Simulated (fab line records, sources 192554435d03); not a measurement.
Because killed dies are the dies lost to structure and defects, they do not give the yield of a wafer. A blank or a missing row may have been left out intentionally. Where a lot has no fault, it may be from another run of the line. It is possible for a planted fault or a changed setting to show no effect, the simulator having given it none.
A lot that was struck, set against a sound lot ; flow n5 finfet ; 18 out of 1938 route steps
Sound: the wafers L289.2, L289.3, L289.5. Struck: wafer L298.3 (L298.4, L298.6, from the same lot, were not struck and are left out); the cause is given at the end.
Order at every step that has rows: each side's tool, ch and its chambers, its first start. Under that, the readings that differ: sound wafers ; struck wafers ; difference of the means ; sigmas: that difference in standard deviations of wafers without a fault.
alike: readings with means less than 2 such deviations apart, plus words and numbers identical on both sides. not compared: withheld readings, readings lacking a value on some wafer, bounds such as >300 that could conceal the same value, and numbers that have no deviation in the record and whose values overlap.
A row with sigmas, a row that says differs or no value, or rows on one side alone: a step with any of these is where the two part. When numbers do not overlap yet have no deviation, they are printed without sigmas and do not part them. Lack of a reading on every wafer of one side parts them only where that side has two or more wafers.

N5_BEOL_M1_INSPECT_30: inspects for defects (brightfield).
  sound: defect inspect-01 at day 10 07:09; struck: defect inspect-01 at day 12 12:04
reading;sound;struck;difference;sigmas
raw defect count;251 355 360;512;+190;+2
then, 1 step without rows for these wafers: N5_BEOL_M1_DESCUM_33 (chemistry O2, time 7 s).
N5_BEOL_M1_ETCH_77: etches underlayer in N2/H2, target depth 6.5 nm, time 5.2 s.
  sound on rie diel-05 ch 0,2,3, day 10 07:19; struck on rie diel-02 ch 3, day 12 12:08
  alike: bias w, drypump motor current A, etch rf on time s, n2 flow sccm, oes product au, rf vpp V, showerhead plenum p Torr, throttle valve pct
  not compared: rf hours counter h
N5_BEOL_M1_ETCH_69: etches SiARC in CF4, target depth 15.6 nm, time 26 s.
  sound on rie diel-05 ch 0,2,3, day 10 07:20; struck on rie diel-02 ch 3, day 12 12:09
  alike: bias w, drypump motor current A, etch rf on time s, oes product au, rf vpp V, showerhead plenum p Torr, throttle valve pct
  not compared: rf hours counter h
N5_BEOL_M1_ALD_98: deposits SiO2, target thk 2.5 nm, pulse time 1 s, co reactant pulse time 1 s.
  sound on ald sin-04 ch 0,2,3, day 10 07:25; struck on ald sin-01 ch 0, day 12 12:42
  alike: heater power w, precursor pulse height rel
  not compared: since wet clean h
then, 4 steps without rows for these wafers: N5_BEOL_M1_ETCHBACK_99 (etches SiO2 in CHF3, target depth 5 nm, time 10.4 s); N5_BEOL_M1_ETCH_70 (etches SOC in N2/H2, target depth 80 nm, overetch 16 nm, time 120 s); N5_BEOL_M1_STRIP_71 (strips in N2/H2); N5_BEOL_M1_STRIP_78 (strips in N2/H2).
N5_BEOL_M1_VIA_ETCH_34: etches the open film in C4F6/O2, target depth 67.8 nm, time 64.4 s.
  sound on rie diel-02 ch 0,1, day 10 08:38; struck on rie diel-02 ch 1, day 12 14:49
  alike: bias w, drypump motor current A, oes product au, rf vpp V, showerhead plenum p Torr, throttle valve pct
  not compared: rf hours counter h
then, 2 steps without rows for these wafers: N5_BEOL_M1_STRIP_83 (strips in C4F6/O2); N5_BEOL_M1_STRIP_36 (strips in N2/H2).
N5_BEOL_M1_TRENCH_ETCH_37: etches SiOC in C4F6/O2, target depth 55.207 nm, time 29 s.
  sound on rie diel-02 ch 0,1, day 10 08:44; struck on rie diel-02 ch 1, day 12 14:55
reading;sound;struck;difference;sigmas
bias w (W);184.2 185.4 185.5;224.5;+39.5;+70
rf vpp V (V);666 659 657;765;+104;+18
model.BEOL_M1.feature depth nm (nm);56.6 55 54.6;58.4;+3.0;
model.etch.depth nm (nm);56.55 54.97 54.57;58.42;+3.06;
  alike: drypump motor current A, oes product au, showerhead plenum p Torr, throttle valve pct
  not compared: rf hours counter h
then, 1 step without rows for these wafers: N5_BEOL_M1_ETCH_41 (etches SiCN in CH3F/O2, target depth 31.9 nm, time 57.8 s).
N5_BEOL_M1_STRIP_97: strips in N2/H2, time 10 s.
  sound: rie diel-02 ch 0,1; struck: rie diel-02 ch 1
  alike: drypump motor current A, n2 flow sccm, oes product au, rf vpp V, showerhead plenum p Torr, throttle valve pct
  not compared: rf hours counter h
N5_BEOL_M1_OCD_MEAS_38:
  sound: ocd-01 at day 10 08:53; struck: ocd-02 at day 12 15:05
reading;sound;struck;difference;sigmas
trench depth nm (nm);55.9 55.0 54.6;58.8;+3.6;+4
then, 1 step without rows for these wafers: N5_BEOL_M1_HM_STRIP_39 (strips TiN in peroxide tin strip, target depth 25 nm, time 158 s).
N5_BEOL_M4_RC_MEAS_101:
  sound on prober-02 ch 0, day 12 01:27; struck on prober-01 ch 0, day 14 12:02
reading;sound;struck;difference;sigmas
DIBL_P (mV/V);33.9 36.5 36.1;41.0;+5.5;+3
IOFF_N (nA/um);0.134 0.172 0.162;0.226;+0.070;+3
IOFF_P (nA/um);0.179 0.213 0.206;0.292;+0.093;+3
ION_N (uA/um);674 681 673;692;+16;+2
ION_P (uA/um);459 462 461;478;+17;+3
SS_N (mV/dec);70.8 72.0 71.6;72.8;+1.3;+3
VT_P (mV);-253 -249 -252;-244;+7;+2
  alike: DIBL_N, SS_P, VT_N

== WHERE THEY PART ==
Earliest at N5_BEOL_M1_INSPECT_30; latest, in this record, at N5_BEOL_M4_RC_MEAS_101.

WHY: what had been put in by the simulator
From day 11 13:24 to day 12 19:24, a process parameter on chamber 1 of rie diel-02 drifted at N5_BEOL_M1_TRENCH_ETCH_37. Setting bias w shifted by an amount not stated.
